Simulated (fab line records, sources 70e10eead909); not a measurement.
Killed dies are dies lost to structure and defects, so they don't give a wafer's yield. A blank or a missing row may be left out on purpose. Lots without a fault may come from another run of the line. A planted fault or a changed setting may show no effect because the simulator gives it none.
fab line records | flow nand_harc
record lots=7 wafers=21 last_day=23
route steps=1159 shown P_GATE@156
lots that met no fault: from a run of the same line without faults
start_h: hours from the record's first day to the start of the lot's first wafer shown | wait_h: hours since the lot's step before | " the same as in the row above | L1.1+2: a row that stands for several wafers | - no value, or no start given | * or withheld: withheld | < > ~ a bound
route shown NAME@n: a module of which the file shows steps, and the number in the route of the first | usual: mean/standard deviation of fault-free wafers | same: alike in all rows | chamber/n: place in a boat | sites: the reading at each site | _std_site: their standard deviation | _edge_site: outer sites' mean less inner sites' | radius_mm: how far each site lies from the wafer's centre | mask NAME#n: copy n | behind: the tool/chamber that last shaped the wafer | hold: why the lot was held/for how many hours/how that ended | device: the transistor (n, p or np) that didn't switch | end of line: the same wafers' tests at the end of the route | a step without rows: its recipe alone | killed: dies lost to structure and defects at the first sort, not the wafer's yield | map: a wafer's dies, x killed, . not, _ none there
set.NAME: the setting as run; set.NAME@STEP: as run at that earlier step | model.NAME: the simulator's own value behind a step, which no gauge read
lots at some steps of the route; a table a step, a row a wafer
services: from which hour (start_h, from the record's first day; less than 0 if before it) a tool's chamber was out of use, for how many hours, and why
## steps
# step NHARC_P_GATE_ETCHBACK_37
# recipe target_depth_a=345 time_s=17.2 chf3_flow_sccm=50 o2_flow_sccm=10 ar_flow_sccm=200 rf_w=500 bias_w=200 chemistry=CHF3/O2
# usual drypump_motor_current_A=5.7/0.53 oes_product_au=0.95/0.033 rf_vpp_V=370.3/2.3 showerhead_plenum_p_Torr=2.38/0.092 throttle_valve_pct=20.573/0.0098
# columns lot.wafer tool chamber start_h wait_h drypump_motor_current_A oes_product_au rf_hours_counter_h rf_vpp_V showerhead_plenum_p_Torr throttle_valve_pct
L851.1 rie_diel-07 0 - - 5.3 0.93 15 370.5 2.38 20.558
L851.5 " 0 " " 5.3 0.93 - 371.3 2.38 20.563
L851.6 " 1 " " 6.1 0.93 - 366.4 2.28 20.588
L857.3 rie_diel-08 3 - - 5.2 0.94 2 368.0 2.29 20.567
L857.1 " 0 " " 5.6 0.95 2 371.7 2.43 20.558
L857.6 " 2 " " 6.0 0.94 - 370.8 2.40 20.588
L863.3 rie_diel-08 0 - - 5.6 0.96 10 371.0 2.43 20.583
L863.2 " 1 " " 6.6 0.93 9 369.6 2.34 20.601
L863.6 " 0 " " 5.6 0.93 - 371.2 2.43 20.588
L865.1 rie_diel-05 0 - - 5.3 0.99 6 375.0 2.57 20.570
L865.2 " 2 " " 6.3 1.00 6 373.9 2.59 20.568
L865.6 " 0 " " 5.3 0.99 - 374.3 2.57 20.557
L864.1 rie_diel-08 1 - - 6.5 0.93 10 369.7 2.34 20.553
L864.6 " 1 " " 6.6 0.92 - 368.5 2.34 20.577
L864.5 " 2 " " 6.1 0.93 - 371.0 2.39 20.576
L866.3 rie_diel-08 2 - - 6.0 0.92 10 369.2 2.39 20.563
L866.2 " 3 " " 5.2 0.92 10 367.9 2.29 20.591
L866.4 " 0 " " 5.6 0.93 11 370.1 2.43 20.567
L869.2 rie_diel-08 2 - - 6.0 0.97 14 370.7 2.39 20.585
L869.3 " 1 " " 6.5 0.98 15 370.4 2.34 20.584
L869.5 " 3 " " 5.2 0.98 - 369.7 2.29 20.573
# step NHARC_P_GATE_STRIP_101
# recipe time_s=20 o2_flow_sccm=500 ar_flow_sccm=0 bias_w=0 chemistry=O2
# usual drypump_motor_current_A=5.8/0.53 oes_product_au=1.003/0.01 rf_vpp_V=57.7/0.91 showerhead_plenum_p_Torr=3.50/0.13 throttle_valve_pct=17.037/0.0075
# columns lot.wafer tool chamber start_h wait_h drypump_motor_current_A oes_product_au rf_hours_counter_h rf_vpp_V showerhead_plenum_p_Torr throttle_valve_pct
L851.1 rie_diel-07 0 105.73 0.1 5.3 1.001 15 58.1 3.49 17.037
L851.5 " 1 " " 6.1 0.997 - 57.6 3.35 17.039
L851.6 " 2 " " 4.9 0.995 - 57.4 3.56 17.029
L857.1 rie_diel-08 0 146.84 0.1 5.6 1.013 2 56.9 3.57 17.030
L857.3 " 1 " " 6.6 0.997 2 57.1 3.44 17.037
L857.6 " 0 " " 5.6 1.016 - 57.8 3.57 17.042
L863.3 rie_diel-08 3 181.66 0.1 5.2 0.997 9 57.5 3.37 17.038
L863.2 " 2 " " 6.1 1.002 9 57.7 3.52 17.032
L863.6 " 3 " " 5.2 0.998 - 57.7 3.37 17.043
L865.1 rie_diel-05 3 185.89 0.1 5.0 1.000 6 58.3 3.68 17.040
L865.2 " 0 " " 5.3 0.984 6 57.2 3.77 17.043
L865.6 " 2 " " 6.3 0.994 - 56.2 3.80 17.040
L864.1 rie_diel-08 1 186.48 0.1 6.6 1.004 10 56.0 3.44 17.038
L864.5 " 0 " " 5.6 1.016 - 57.5 3.57 17.030
L864.6 " 1 " " 6.6 0.996 - 55.9 3.44 17.043
L866.4 rie_diel-08 3 194.51 0.1 5.2 0.996 10 56.4 3.37 17.040
L866.3 " 1 " " 6.6 0.991 11 57.4 3.44 17.021
L866.2 " 2 " " 6.1 0.997 10 56.8 3.52 17.043
L869.3 rie_diel-08 2 208.38 0.1 6.1 0.995 14 56.9 3.51 17.037
L869.2 " 3 " " 5.2 1.000 14 56.4 3.37 17.042
L869.5 " 1 " " 6.5 1.007 - 57.5 3.44 17.039
# step NHARC_P_GATE_PRECLEAN_97
# recipe time_s=600 temp_c=120 chemistry=SPM
# step NHARC_P_GATE_SRD_98
# step NHARC_P_GATE_PRECLEAN_99
# recipe time_s=* temp_c=50 bath_age_min=0 chemistry=SC1
# step NHARC_P_GATE_SRD_100
# step NHARC_P_GATE_DEHYDRATE_38
# recipe temp_c=150 time_s=120
# step NHARC_P_GATE_HMDS_39
# recipe time_s=30
# step NHARC_P_GATE_COAT_40
# recipe spin_rpm=3000
# step NHARC_P_GATE_SOFTBAKE_41
# recipe temp_c=122 time_s=95
# step NHARC_P_GATE_EBR_42
# step NHARC_P_GATE_EXPOSE_43
# recipe na=0.6 target_cd_nm=720 dose_mj=14.81 mask_id=P_NSD
# step NHARC_P_GATE_PEB_44
# recipe peb_temp_c=118 peb_time_s=85
# usual chill_plate_temp_C=23.01/0.11 exhaust_pa=44.8/0.87 resist_line_temp_C=23.00/0.11
# columns lot.wafer tool chamber start_h wait_h chill_plate_temp_C exhaust_pa resist_line_temp_C
L851.1 litho_track-05 0 106.57 0.1 22.95 46.4 22.95
L851.5 " 0 " " 23.13 45.5 23.02
L851.6 " 0 " " 22.98 44.8 22.87
L857.1 litho_track-05 0 147.80 0.1 22.93 44.6 23.07
L857.3 " 0 " " 22.85 44.2 22.93
L857.6 " 0 " " 22.97 45.3 22.91
L863.2 litho_track-02 - 182.49 0.1 - - -
L863.3 " - " " - - -
L863.6 " - " " - - -
L865.1 litho_track-05 - 186.60 0.1 - - -
L865.2 " - " " - - -
L865.6 " - " " - - -
L864.1 litho_track-05 - 187.19 0.1 - - -
L864.5 " - " " - - -
L864.6 " - " " - - -
L866.2 litho_track-03 0 195.34 0.1 22.82 45.8 22.95
L866.3 " 0 " " 22.95 44.6 23.02
L866.4 " 0 " " 22.86 44.7 22.92
L869.2 litho_track-02 0 209.33 0.1 23.07 46.0 23.03
L869.3 " 0 " " 22.95 44.1 22.89
L869.5 " 0 " " 23.01 44.3 22.96
# step NHARC_P_GATE_DEVELOP_45
# recipe time_s=70
## services
# columns tool chamber start_h hours kind
rie_diel-08 0 103.85 - clean
rie_diel-08 1 103.85 - clean
rie_diel-08 2 103.85 - clean
rie_diel-08 3 103.85 - clean
rie_diel-08 0 123.11 2.8 repair
rie_diel-08 - 124.80 9.0 pm
rie_diel-08 1 124.80 9.0 vent_cycle
rie_diel-08 2 124.80 9.0 vent_cycle
rie_diel-08 3 124.80 9.0 vent_cycle
rie_diel-08 0 133.80 - clean
rie_diel-08 1 133.80 - clean
rie_diel-08 2 133.80 - clean
rie_diel-08 3 133.80 - clean
rie_diel-07 1 134.44 4.8 repair
rie_diel-08 0 158.30 - clean
rie_diel-08 1 158.30 - clean
rie_diel-08 2 158.30 - clean
rie_diel-05 2 158.73 11.6 repair
rie_diel-05 - 163.60 9.0 pm
litho_track-02 - 165.00 7.0 pm
rie_diel-07 2 165.51 13.2 repair
rie_diel-07 3 180.26 7.3 repair
rie_diel-07 3 189.83 6.4 repair
rie_diel-07 0 204.09 19.9 repair
## key
first_sign step=NHARC_P_GATE_PEB_44 reading=tool_record direction=missing
effect none on later readings
met_at NHARC_P_GATE_PEB_44
struck_wafers L863.2,L863.3,L863.6,L864.1,L864.5,L864.6,L865.1,L865.2,L865.6
later_rows_left_out L863.2,L863.3,L863.6,L864.1,L864.5,L864.6,L865.1,L865.2,L865.6
sort_left_out L863.2,L863.3,L863.6,L864.1,L864.5,L864.6,L865.1,L865.2,L865.6
tester_left_out L863,L864,L865
onset_between 147.80 182.49
fault kind=skipped_step_whole tool=litho_track-02,litho_track-05 chamber=- onset_h=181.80 steps=NHARC_P_GATE_PEB_44 scope=struck_lots_only
# tester_left_out: of these lots the tester's yield and bins aren't shown, on N5 and GAA mostly nor the transistor test; their killed dies are dies lost to structure and defects alone, not to doping, threshold or leakage, so they don't give the yield
# sort_left_out: the simulated sort isn't trusted on such a fault, so these wafers' sort isn't shown, and their yield isn't known
# later_rows_left_out: the simulator's readings of these wafers behind a module that went badly wrong aren't trusted and aren't shown, but for the sort
